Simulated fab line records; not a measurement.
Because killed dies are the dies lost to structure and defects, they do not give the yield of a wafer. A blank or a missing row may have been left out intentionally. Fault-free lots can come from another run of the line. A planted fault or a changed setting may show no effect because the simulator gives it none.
Split-lot trial :: flow n5-finfet :: 21 wafers read from 7 lots, route of 1938 steps

SPLIT DETAILS
At N5_BEOL_M5_ETCH_41 (etches SiCN in CH3F/O2, target depth 31.5 nm, time 56.7 s), the setting source-w was moved away from the recipe's 395 W on 5 of the 21 wafers read, by -11.9% to +15.9%. All remaining wafers had this setting at the recipe value.

The reading comes from the split's own step.

THE READING
rf-vpp-V, in V, at N5_BEOL_M5_ETCH_41 (etches SiCN in CH3F/O2, target depth 31.5 nm, time 56.7 s). Typical for fault-free wafers on this fab line: 296.8 V, with standard deviation 1.8 V.

wafer: L079.2
tool, chamber at the split: rie-diel-02, 2
source-w as run, W: 395
against the recipe: recipe
rf-vpp-V, V: 297.3
against lot-mates on the recipe: -

wafer: L079.4
tool, chamber at the split: rie-diel-02, 3
source-w as run, W: 395
against the recipe: recipe
rf-vpp-V, V: 296.1
against lot-mates on the recipe: -

wafer: L079.5
tool, chamber at the split: rie-diel-02, 1
source-w as run, W: 395
against the recipe: recipe
rf-vpp-V, V: 299.1
against lot-mates on the recipe: -

wafer: L084.1
tool, chamber at the split: rie-diel-02, 3
source-w as run, W: 395
against the recipe: recipe
rf-vpp-V, V: 293.1
against lot-mates on the recipe: -

wafer: L084.4
tool, chamber at the split: rie-diel-02, 2
source-w as run, W: 432.5
against the recipe: +9.5%
rf-vpp-V, V: 289.1
against lot-mates on the recipe: -7.4

wafer: L084.6
tool, chamber at the split: rie-diel-02, 0
source-w as run, W: 395
against the recipe: recipe
rf-vpp-V, V: 300.0
against lot-mates on the recipe: -

wafer: L082.2
tool, chamber at the split: rie-diel-02, 3
source-w as run, W: 395
against the recipe: recipe
rf-vpp-V, V: 293.1
against lot-mates on the recipe: -

wafer: L082.4
tool, chamber at the split: rie-diel-02, 2
source-w as run, W: 395
against the recipe: recipe
rf-vpp-V, V: 298.3
against lot-mates on the recipe: -

wafer: L082.5
tool, chamber at the split: rie-diel-02, 2
source-w as run, W: 347.8
against the recipe: -11.9%
rf-vpp-V, V: 311.7
against lot-mates on the recipe: +16.0

wafer: L080.1
tool, chamber at the split: rie-diel-06, 1
source-w as run, W: 395
against the recipe: recipe
rf-vpp-V, V: 296.4
against lot-mates on the recipe: -

wafer: L080.2
tool, chamber at the split: rie-diel-06, 2
source-w as run, W: 395
against the recipe: recipe
rf-vpp-V, V: 294.6
against lot-mates on the recipe: -

wafer: L080.6
tool, chamber at the split: rie-diel-06, 0
source-w as run, W: 395
against the recipe: recipe
rf-vpp-V, V: 294.6
against lot-mates on the recipe: -

wafer: L092.1
tool, chamber at the split: rie-diel-06, 2
source-w as run, W: 348.9
against the recipe: -11.7%
rf-vpp-V, V: 313.3
against lot-mates on the recipe: +16.9

wafer: L092.2
tool, chamber at the split: rie-diel-06, 1
source-w as run, W: 395
against the recipe: recipe
rf-vpp-V, V: 296.0
against lot-mates on the recipe: -

wafer: L092.5
tool, chamber at the split: rie-diel-06, 1
source-w as run, W: 395
against the recipe: recipe
rf-vpp-V, V: 296.8
against lot-mates on the recipe: -

wafer: L091.1
tool, chamber at the split: rie-diel-06, 2
source-w as run, W: 457.8
against the recipe: +15.9%
rf-vpp-V, V: 284.3
against lot-mates on the recipe: -8.6

wafer: L091.3
tool, chamber at the split: rie-diel-06, 3
source-w as run, W: 457.8
against the recipe: +15.9%
rf-vpp-V, V: 282.8
against lot-mates on the recipe: -10.1

wafer: L091.4
tool, chamber at the split: rie-diel-06, 0
source-w as run, W: 395
against the recipe: recipe
rf-vpp-V, V: 292.9
against lot-mates on the recipe: -

wafer: L097.2
tool, chamber at the split: rie-diel-05, 2
source-w as run, W: 395
against the recipe: recipe
rf-vpp-V, V: 296.1
against lot-mates on the recipe: -

wafer: L097.5
tool, chamber at the split: rie-diel-05, 2
source-w as run, W: 395
against the recipe: recipe
rf-vpp-V, V: 296.9
against lot-mates on the recipe: -

wafer: L097.6
tool, chamber at the split: rie-diel-05, 1
source-w as run, W: 395
against the recipe: recipe
rf-vpp-V, V: 298.2
against lot-mates on the recipe: -

THE FIT
A straight line over all 21 wafers: rf-vpp-V changes by -0.994 V for each +1% of source-w; r = -0.93; the points scatter about the line by 2.5 V.
The same after taking each lot's own level away (the mean of its wafers on the recipe; 21 wafers): -0.886 V for each +1%; r = -0.91; scatter 2.7 V.
Per that fit: largest source-w move, reading shift of 14 V.
The span of the lots' own levels, 292.90 to 297.50 V, comes to 2.6 times the standard deviation stated above.
Hence the slope depends on the lot-to-lot level, as the two fits are not the same.
Check: -15 V against its lot-mates is what the line predicts for one of the wafers moved furthest among these (+15.9%) when that wafer is left out of the fit. Against them it came out at -8.6 V.
Tool readings at the split's step, against how far the setting was moved: rf-vpp-V r = -0.93.

THE OTHER SPLITS THESE WAFERS WENT THROUGH
Note: prior to the reading, these wafers also went through further splits. Each is held against what the fit with the lots' levels taken away leaves over:
other split on the same wafers: N5_BEOL_M2_EXPOSE_08 dose-mj
wafers away from the commonest value: 8
r with rf-vpp-V (lot level and that fit taken away): -0.28

other split on the same wafers: N5_BEOL_M2_TRENCH_ETCH_37 bias-w
wafers away from the commonest value: 4
r with rf-vpp-V (lot level and that fit taken away): -0.16

other split on the same wafers: N5_BEOL_M3_ETCH_70 source-w
wafers away from the commonest value: 7
r with rf-vpp-V (lot level and that fit taken away): -0.39

other split on the same wafers: N5_BEOL_M3_ETCH_41 target-depth-a
wafers away from the commonest value: 5
r with rf-vpp-V (lot level and that fit taken away): -0.22

other split on the same wafers: N5_BEOL_M4_ETCH_70 bias-w
wafers away from the commonest value: 8
r with rf-vpp-V (lot level and that fit taken away): +0.09

other split on the same wafers: N5_BEOL_M4_TRENCH_ETCH_37 bias-w
wafers away from the commonest value: 9
r with rf-vpp-V (lot level and that fit taken away): +0.30

other split on the same wafers: N5_BEOL_M5_ETCH_68 time-s
wafers away from the commonest value: 8
r with rf-vpp-V (lot level and that fit taken away): -0.32

THE WHOLE CHAIN: every reading that the file lists as answering this split, in the file's order
step: N5_BEOL_M5_ETCH_41
what it does: etches SiCN in CH3F/O2, target depth 31.5 nm, time 56.7 s
reading: rf-vpp-V
change (the file's fit): -0.976 V for each +1% of the setting
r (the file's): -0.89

step: N5_BEOL_M5_ETCH_41
what it does: etches SiCN in CH3F/O2, target depth 31.5 nm, time 56.7 s
reading: etch.depth-nm (the simulator's own value, which no gauge read)
change (the file's fit): +0.0937 nm for each +1% of the setting
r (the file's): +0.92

FILE'S OWN FIT
rf-vpp-V changes by -0.976 V for each +1% of source-w, r = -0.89.
